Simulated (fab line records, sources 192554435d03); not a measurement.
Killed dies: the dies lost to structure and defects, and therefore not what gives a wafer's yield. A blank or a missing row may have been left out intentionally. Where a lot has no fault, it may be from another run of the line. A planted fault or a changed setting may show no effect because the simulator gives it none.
Chamber matching | flow n5Finfet | N5_GATE_CUT_DESCUM_18 on rieDiel-04 has 3 sister chambers
The step chemistry O2, time 7 s. 6 wafers are shown with their chamber, then 5 later ones without.

WAFERS, EACH WITH ITS CHAMBER
wafer  | chamber | showerheadPlenumPTorr (Torr) | rfVppV (V)
L076.1 | 0       | 2.07                         | 241.8
L086.1 | 3       | 2.14                         | 245.4
L086.3 | 0       | 2.06                         | 242.1
L086.4 | 1       | 2.06                         | 243.0
L087.2 | 3       | 2.14                         | 243.6
L087.5 | 1       | 2.06                         | 243.2

WAFERS WHOSE CHAMBER IS MISSING
wafer  | showerheadPlenumPTorr (Torr) | rfVppV (V)
L088.1 | 2.06                         | 242.5
L088.2 | 2.14                         | 244.0
L088.6 | 2.06                         | 241.6
L090.4 | 2.06                         | 242.8
L090.6 | 2.06                         | 240.7

EACH ONE'S CHAMBER
wafer  | from the rows above     | in truth
L088.1 | can't be placed: 1 or 0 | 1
L088.2 | 3                       | 3
L088.6 | can't be placed: 0 or 1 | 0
L090.4 | can't be placed: 1 or 0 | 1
L090.6 | can't be placed: 0 or 1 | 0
Correct placement for 1 of the 5. From these rows, 4 cannot be placed; in 4 the true chamber is one of the candidates. Placed wrongly: 0.
How it was worked out, from the rows above alone: a wafer's distance from a chamber is the root of the sum, over the readings, of the square of ((its reading less the chamber's mean) divided by the reading's scatter). If the next closest chamber is less than 2 further off than the closest, the wafer can't be placed; otherwise it belongs to the closest. A chamber's mean is the mean of its shown wafers. The scatter is the square root of a quotient: the sum, over the shown wafers, of each reading's squared deviation from its chamber's mean, divided by wafers minus chambers.
